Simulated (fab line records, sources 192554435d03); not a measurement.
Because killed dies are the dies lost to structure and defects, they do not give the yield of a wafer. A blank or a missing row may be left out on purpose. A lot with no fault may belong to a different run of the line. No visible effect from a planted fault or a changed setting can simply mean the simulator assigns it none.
Split-lot study -- flow n5-finfet -- 21 wafers read from 7 lots, route of 1938 steps

## THE SPLIT ITSELF
At N5_BEOL_M10_COAT_05 (resist thk 90 nm), the setting spin-rpm was moved away from the recipe's 1500 rpm on 7 of the 21 wafers read, by -11.1% to +9.9%. All remaining wafers had this setting at the recipe value.

## FROM THE SPLIT TO THE READING: what the file shows between them, 4 steps
- N5_BEOL_M10_EBR_07
- N5_BEOL_M10_SOFTBAKE_06: time 60 s
- N5_BEOL_M10_EXPOSE_08: exposes mask M10
- N5_BEOL_M10_PEB_09: peb time 60 s

## THE READING
CAR-ArF_of_BEOL_M10_COAT_05.thk-nm (the simulator's own value, which no gauge read), in nm, at N5_BEOL_M10_DEVELOP_10 (develop time 30 s). The file does not state a usual value for it. Average 88.6 nm, standard deviation 0.23 nm, over the 14 wafers here run with the recipe.

wafer,"tool, chamber at the split","spin-rpm as run, rpm",against the recipe,"CAR-ArF_of_BEOL_M10_COAT_05.thk-nm, nm",against lot-mates on the recipe
L075.2,"litho-track-03, 0",1500,recipe,88.8,-
L075.4,"litho-track-03, 0",1500,recipe,88.8,-
L075.3,"litho-track-03, 0",1565,+4.3%,86.8,-2.0
L078.1,"litho-track-03, 0",1500,recipe,88.2,-
L078.3,"litho-track-03, 0",1609,+7.3%,85.6,-2.7
L078.6,"litho-track-03, 0",1500,recipe,88.4,-
L077.1,"litho-track-02, 0",1500,recipe,88.4,-
L077.3,"litho-track-02, 0",1620,+8.0%,84.8,-3.6
L077.4,"litho-track-02, 0",1620,+8.0%,84.8,-3.6
L084.2,"litho-track-03, 0",1500,recipe,88.6,-
L084.4,"litho-track-03, 0",1628,+8.5%,84.8,-4.0
L084.6,"litho-track-03, 0",1500,recipe,89,-
L087.1,"litho-track-04, 0",1500,recipe,88.6,-
L087.5,"litho-track-04, 0",1500,recipe,88.6,-
L087.6,"litho-track-04, 0",1500,recipe,88.4,-
L088.2,"litho-track-03, 0",1500,recipe,88.2,-
L088.3,"litho-track-03, 0",1334,-11.1%,93.8,+5.5
L088.6,"litho-track-03, 0",1500,recipe,88.4,-
L091.1,"litho-track-02, 0",1648,+9.9%,84.4,-4.3
L091.4,"litho-track-02, 0",1500,recipe,88.8,-
L091.6,"litho-track-02, 0",1500,recipe,88.6,-

THE FIT
A straight line over all 21 wafers: CAR-ArF_of_BEOL_M10_COAT_05.thk-nm changes by -0.45 nm for each +1% of spin-rpm; r = -0.99; the points scatter about the line by 0.23 nm.
The same after taking each lot's own level away (the mean of its wafers on the recipe; 21 wafers): -0.458 nm for each +1%; r = -1.00; scatter 0.2 nm.
On that fit, the largest move of spin-rpm shifts the reading by 5.1 nm.
From 88.30 to 88.80 nm: that is the span of the lots' own levels, equal to 2.2 times the standard deviation above.
So the lot-to-lot level changes the slope little: the two slopes agree.
Check: with one of the wafers moved furthest among these (-11.1%) left out of the fit, the line predicts +4.86 nm for it against its lot-mates. Against them it came out at +5.5 nm.

## OTHER SPLITS ON THESE WAFERS
Note: prior to the reading, these wafers also went through further splits. Each is held against what the fit with the lots' levels taken away leaves over:
other split on the same wafers,wafers away from the commonest value,r with CAR-ArF_of_BEOL_M10_COAT_05.thk-nm (lot level and that fit taken away)
N5_BEOL_M7_COAT_22 spin-rpm,9,+0.17
N5_BEOL_M8_ETCH_65 source-w,4,+0.05
N5_BEOL_M8_VIA_ETCH_34 source-w,6,-0.20
N5_BEOL_M9_COAT_60 spin-rpm,9,+0.33

## THE WHOLE CHAIN: every reading that the file lists as answering this split, in the file's order
step,what it does,reading,change (the file's fit),r (the file's)
N5_BEOL_M10_COAT_05,resist thk 90 nm,"CAR-ArF_of_BEOL_M10_COAT_05.thk-nm (the simulator's own value, which no gauge read)",-0.462 nm for each +1% of the setting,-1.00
N5_BEOL_M10_DEVELOP_10,develop time 30 s,"CAR-ArF_of_BEOL_M10_COAT_05.thk-nm (the simulator's own value, which no gauge read)",-0.454 nm for each +1% of the setting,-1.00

## THE FILE'S OWN FIT
CAR-ArF_of_BEOL_M10_COAT_05.thk-nm changes by -0.454 nm for each +1% of spin-rpm, r = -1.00.
